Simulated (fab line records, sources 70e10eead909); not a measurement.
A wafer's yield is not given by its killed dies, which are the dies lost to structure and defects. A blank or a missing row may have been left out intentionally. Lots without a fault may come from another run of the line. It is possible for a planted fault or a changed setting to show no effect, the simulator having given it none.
The tool behind it: which one?    flow nand harc    72 wafers from 24 lots sampled at 3 of the route's 1159 steps

== WHAT THE GAUGES SHOWED, per wafer ==
NHARC_A_M1_INSPECT_27. Usual: 427 for raw defect count, sd 120.
lot   measured      on                 raw defect count  flag
L074  day 18 15:13  defect inspect-02  336 290 324       
L077  day 18 15:36  defect inspect-02  389 874 547       
L075  day 18 15:41  defect inspect-01  389 370 575       
L076  day 18 20:58  defect inspect-01  474 466 455       
L078  day 18 21:16  defect inspect-02  327 378 294       
L079  day 19 10:44  defect inspect-02  548 392 421       
L081  day 19 12:28  defect inspect-02  427 467 318       
L082  day 19 16:28  defect inspect-01  501 411 310       
L080  day 19 16:49  defect inspect-01  267 341 385       
L084  day 20 03:55  defect inspect-02  340 518 351       
L083  day 20 06:35  defect inspect-02  349 294 317       
L086  day 20 18:50  defect inspect-01  416 610 649       
L085  day 21 00:43  defect inspect-02  355 305 286       
L088  day 21 01:16  defect inspect-01  347 468 657       
L087  day 21 10:54  defect inspect-02  421 333 643       
L089  day 21 19:45  defect inspect-01  406 279 282       
L094  day 22 00:49  defect inspect-02  327 393 299       
L090  day 22 03:52  defect inspect-01  488 568 604       
L095  day 22 04:26  defect inspect-02  339 384 435       
L092  day 22 12:03  defect inspect-01  416 396 443       
L091  day 22 18:59  defect inspect-01  375 754 773       
L093  day 22 23:32  defect inspect-02  285 385 327       
L096  day 23 00:22  defect inspect-02  248 433 461       
L097  day 24 11:01  defect inspect-02  480 439 498       

== WHAT TOOL EACH LOT RAN ON (gives the tool, then ch and the chambers of the sampled wafers, and finally the start) ==
lot   NHARC_A_M0_STRIP_18                 NHARC_A_M1_CMP_23
L074  rie diel-10 ch 0,2,3, day 18 08:56  cmp-01 ch 0,2,3, day 18 14:45
L077  rie diel-08 ch 0,2,3, day 18 09:07  cmp-03 ch 0,1,3, day 18 15:10
L075  rie diel-10 ch 0,1,3, day 18 09:26  cmp-01 ch 0,3, day 18 15:14
L076  rie diel-08 ch 0,2,3, day 18 14:38  cmp-04 ch 0,1,2, day 18 20:29
L078  rie diel-08 ch 0,1,2, day 18 15:04  cmp-03 ch 1,2,3, day 18 20:48
L079  rie diel-08 ch 0,1,3, day 19 04:29  cmp-04 ch 1,2, day 19 10:16
L081  rie diel-10 ch 0,2, day 19 06:05    cmp-01 ch 0,1,2, day 19 12:01
L082  rie diel-10 ch 1,3, day 19 10:01    cmp-01 ch 0,3, day 19 16:00
L080  rie diel-10 ch 1,2,3, day 19 10:27  cmp-01 ch 0,2, day 19 16:22
L084  rie diel-06 ch 0,2,3, day 19 21:28  cmp-04 ch 0,2,3, day 20 03:26
L083  rie diel-08 ch 0,1,2, day 19 23:58  cmp-01 ch 1,2, day 20 06:07
L086  rie diel-10 ch 1,2,3, day 20 12:29  cmp-03 ch 0,1,2, day 20 18:25
L085  rie diel-06 ch 0,3, day 20 18:32    cmp-04 ch 0,2,3, day 21 00:16
L088  rie diel-08 ch 1,2,3, day 20 18:56  cmp-01 ch 0,2,3, day 21 00:47
L087  rie diel-06 ch 0,1,3, day 21 04:01  cmp-01 ch 1,2,3, day 21 10:25
L089  rie diel-10 ch 0,2,3, day 21 13:14  cmp-03 ch 0,1,3, day 21 19:17
L094  rie diel-06 ch 0,1,3, day 21 18:23  cmp-04 ch 1,2,3, day 22 00:23
L090  rie diel-10 ch 1,3, day 21 21:35    cmp-01 ch 2,3, day 22 03:23
L095  rie diel-08 ch 0,3, day 21 22:10    cmp-03 ch 1,3, day 22 03:58
L092  rie diel-10 ch 0,3, day 22 05:48    cmp-04 ch 0,3, day 22 11:35
L091  rie diel-06 ch 1,2, day 22 12:40    cmp-01 ch 0,1,2, day 22 18:32
L093  rie diel-10 ch 1,2,3, day 22 17:14  cmp-01 ch 0,1,3, day 22 23:04
L096  rie diel-10 ch 0,1,3, day 22 17:49  cmp-04 ch 0,1,2, day 22 23:53
L097  rie diel-10 ch 1,2, day 24 04:43    cmp-01 ch 0,1,2, day 24 10:34
- NHARC_A_M0_STRIP_18: strips in N2/H2.
- NHARC_A_M1_CMP_23: polishes, t overpolish 20 s, target thk 154.34 nm.

== WHAT THE TOOLS THEMSELVES READ (means of the sampled wafers that have a number; where no wafer has one, the mark that the record gives instead) ==
NHARC_A_M0_STRIP_18. Usual: drypump motor current A 5.7 A (standard deviation 0.63); n2 flow sccm 150.0 sccm (standard deviation 0.46); oes product au 0.998 a.u. (standard deviation 0.0093); power w 1000 W (standard deviation 3.1); rf vpp V 90.5 V (standard deviation 0.91); showerhead plenum p Torr 2.02 Torr (standard deviation 0.058); throttle valve pct 14.172 % (standard deviation 0.01).
lot   tool         drypump motor current A (A)  n2 flow sccm (sccm)  oes product au (a.u.)  power w (W)  rf vpp V (V)  showerhead plenum p Torr (Torr)  throttle valve pct (%)  flag
L074  rie diel-10  5.8                          150.0                0.988                  1000         91.4          1.99                             14.172                  
L077  rie diel-08  5.7                          150.1                0.993                  1003         90.0          2.00                             14.178                  
L075  rie diel-10  5.9                          150.1                0.998                  1004         90.1          2.01                             14.176                  
L076  rie diel-08  5.7                          149.8                1.006                  1000         91.0          2.00                             14.171                  
L078  rie diel-08  5.9                          150.2                1.004                  996          89.8          2.06                             14.175                  
L079  rie diel-08  5.5                          150.3                1.005                  1000         90.6          2.06                             14.159                  
L081  rie diel-10  5.3                          149.8                0.987                  1000         90.4          2.01                             14.168                  
L082  rie diel-10  6.3                          149.6                0.989                  997          90.7          2.00                             14.174                  
L080  rie diel-10  5.7                          149.7                0.989                  1001         90.8          2.01                             14.160                  
L084  rie diel-06  6.3                          149.9                1.000                  997          90.7          2.01                             14.176                  
L083  rie diel-08  5.8                          149.9                1.003                  999          90.8          2.06                             14.176                  
L086  rie diel-10  5.7                          149.6                0.998                  997          90.0          2.01                             14.170                  
L085  rie diel-06  6.6                          150.1                1.004                  999          91.1          2.01                             14.164                  
L088  rie diel-08  5.7                          150.6                0.995                  999          91.2          2.06                             14.188                  
L087  rie diel-06  6.0                          149.8                1.011                  1000         89.8          2.04                             14.172                  
L089  rie diel-10  5.9                          149.6                0.987                  1001         90.4          1.99                             14.170                  
L094  rie diel-06  6.0                          149.9                1.002                  1000         91.0          2.04                             14.183                  
L090  rie diel-10  5.8                          150.1                0.997                  1000         90.8          2.03                             14.167                  
L095  rie diel-08  5.5                          150.2                1.002                  1003         91.3          1.99                             14.167                  
L092  rie diel-10  6.4                          150.1                0.988                  1000         91.5          1.98                             14.184                  
L091  rie diel-06  5.4                          149.9                1.011                  1001         90.1          2.00                             14.174                  
L093  rie diel-10  5.7                          150.2                0.996                  1003         90.2          2.01                             14.174                  
L096  rie diel-10  5.9                          150.1                0.996                  998          89.9          2.01                             14.167                  
L097  rie diel-10  5.2                          149.7                0.990                  999          91.1          2.05                             14.175                  

NHARC_A_M1_CMP_23. Usual: motor current A 12.4 A, standard deviation 1.4; time to endpoint s 28.8 s, standard deviation 2.2.
lot   tool    motor current A (A)  time to endpoint s (s)  flag
L074  cmp-01  12.0                 26.4                    
L077  cmp-03  12.6                 31.3                    
L075  cmp-01  12.1                 26.5                    
L076  cmp-04  12.1                 30.9                    
L078  cmp-03  12.0                 32.8                    
L079  cmp-04  13.6                 28.8                    
L081  cmp-01  11.5                 26.4                    
L082  cmp-01  11.9                 29.3                    
L080  cmp-01  11.3                 31.3                    
L084  cmp-04  13.1                 28.5                    
L083  cmp-01  12.1                 30.7                    
L086  cmp-03  11.8                 27.1                    
L085  cmp-04  13.2                 28.9                    
L088  cmp-01  12.1                 27.1                    
L087  cmp-01  12.4                 24.8                    
L089  cmp-03  13.2                 27.9                    
L094  cmp-04  13.8                 26.9                    
L090  cmp-01  12.1                 30.6                    
L095  cmp-03  12.5                 30.6                    
L092  cmp-04  13.4                 29.2                    
L091  cmp-01  11.6                 29.7                    
L093  cmp-01  12.5                 27.7                    
L096  cmp-04  12.6                 26.5                    
L097  cmp-01  11.2                 30.5                    

== THE ANSWER, worked out from the rows above alone ==
Rule: a lot is off if the mean of its wafers that have a number lies more than 3 standard deviations from the usual mean. Also off: a lot with no number at a reading for which 4 or more lots have one. Where the step has rows for the other lots, those lots are counted as sound. The gauges are gone through in route order, then the tools' own readings, and for those a lot's mean is taken as printed above. The first step at which some lot is off is used, and at that step the reading that is off furthest; a lot without a number counts as furthest.
None of the lots is off at any reading shown; this tells nothing.

== WHAT THE SIMULATOR PUT IN ==
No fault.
